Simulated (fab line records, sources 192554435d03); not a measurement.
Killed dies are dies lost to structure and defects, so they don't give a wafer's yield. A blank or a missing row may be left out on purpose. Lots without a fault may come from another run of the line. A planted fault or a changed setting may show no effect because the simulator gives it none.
Which tool did it? | flow n5_finfet | 9 lots, 27 wafers sampled, at 5 steps of a route of 1938

WHAT THE GAUGES READ, wafer by wafer
N5_BEOL_M4_RC_MEAS_101.
lot  | measured     | on        | DIBL_N (mV/V)
L938 | day 8 17:43  | prober-02 | 34.2 34.8 36.8
L939 | day 9 12:06  | prober-02 | 34.8 37.0 36.3
L943 | day 10 00:43 | prober-01 | 35.7 37.6 37.2
L945 | day 11 16:36 | prober-01 | 35.4 34.2 36.1
L946 | day 10 09:16 | prober-01 | 38.3 38.0 38.2
L949 | day 12 08:26 | prober-01 | 36.2 36.7 35.9
L956 | day 13 05:46 | prober-02 | 39.8 34.7 37.9
L957 | day 13 16:05 | prober-02 | 39.1 38.5 39.0
L958 | day 13 23:15 | prober-02 | 35.5 38.6 36.9

WHICH TOOL RAN EACH LOT (tool, then ch and the chambers of the sampled wafers, then the start)
lot  | N5_MOL_CONTACT_COAG_ETCH_110      | N5_MOL_CONTACT_COAG_SPUTTER_143 | N5_MOL_CONTACT_COAG_CMP_23    | N5_MOL_CONTACT_COAG_COAT_77
L938 | rie_diel-01 ch 2,3, day 5 04:16   | pvd_sputter-01, day 5 07:30     | cmp-02 ch 0,1,3, day 5 11:29  | litho_track-02 ch 0, day 5 15:32
L939 | rie_diel-01 ch 0,2,3, day 5 07:04 | pvd_sputter-02, day 5 10:57     | cmp-01 ch 0,3, day 5 14:51    | litho_track-02 ch 0, day 5 18:43
L943 | rie_diel-01 ch 1,2,3, day 6 07:24 | pvd_sputter-03, day 6 10:08     | cmp-02 ch 0,1, day 6 15:13    | litho_track-02 ch 0, day 6 18:52
L945 | rie_diel-06 ch 0,2,3, day 6 20:18 | pvd_sputter-02, day 6 23:04     | cmp-02 ch 0,2,3, day 7 02:32  | litho_track-02 ch 0, day 7 05:47
L946 | rie_diel-03 ch 0,1, day 7 02:42   | pvd_sputter-02, day 7 06:00     | cmp-01 ch 1,2,3, day 7 09:48  | litho_track-02 ch 0, day 7 13:01
L949 | rie_diel-06 ch 1,3, day 8 01:26   | pvd_sputter-02, day 8 05:01     | cmp-01 ch 0,2,3, day 8 07:52  | litho_track-03 ch 0, day 8 11:28
L956 | rie_diel-03 ch 0,2, day 9 12:25   | pvd_sputter-03, day 9 15:43     | cmp-01 ch 0,2,3, day 9 19:23  | litho_track-03 ch 0, day 9 22:40
L957 | rie_diel-06 ch 1,2,3, day 9 18:23 | pvd_sputter-03, day 9 22:10     | cmp-02 ch 0,3, day 10 00:53   | litho_track-05 ch 0, day 10 04:10
L958 | rie_diel-03 ch 0,2,3, day 9 22:37 | pvd_sputter-01, day 10 01:20    | cmp-02 ch 0,1,3, day 10 04:31 | litho_track-03 ch 0, day 10 07:44
- N5_MOL_CONTACT_COAG_ETCH_110: etches Si in CF4/O2, target depth 2.5 nm, time 8 s.
- N5_MOL_CONTACT_COAG_SPUTTER_143: material Co, target thk 2.5 nm.
- N5_MOL_CONTACT_COAG_CMP_23: polishes, stops on SiO2, t overpolish 1.5 s, target thk 0 nm.
- N5_MOL_CONTACT_COAG_COAT_77: time 60 s, resist thk 10 nm.

THE ANSWER, worked out from the rows above alone
Rule: what is usual is taken from the lots themselves. Put in order of their means at a reading, lots are off if they are a third of the lots or fewer, leave a main group of 4 or more, and stand apart from it by a gap of 3 or more times the standard deviation of the main group's means; of several such gaps the widest counts. A main group whose means are all the same, to the digits that the tables above print for the reading, isn't used. A lot without any number at a reading at which 4 lots or more have one is off too. The other lots that the step has rows for count as sound.
No lot is off at any reading shown: from this, nothing can be told.

WHAT THE SIMULATOR HAD PUT IN
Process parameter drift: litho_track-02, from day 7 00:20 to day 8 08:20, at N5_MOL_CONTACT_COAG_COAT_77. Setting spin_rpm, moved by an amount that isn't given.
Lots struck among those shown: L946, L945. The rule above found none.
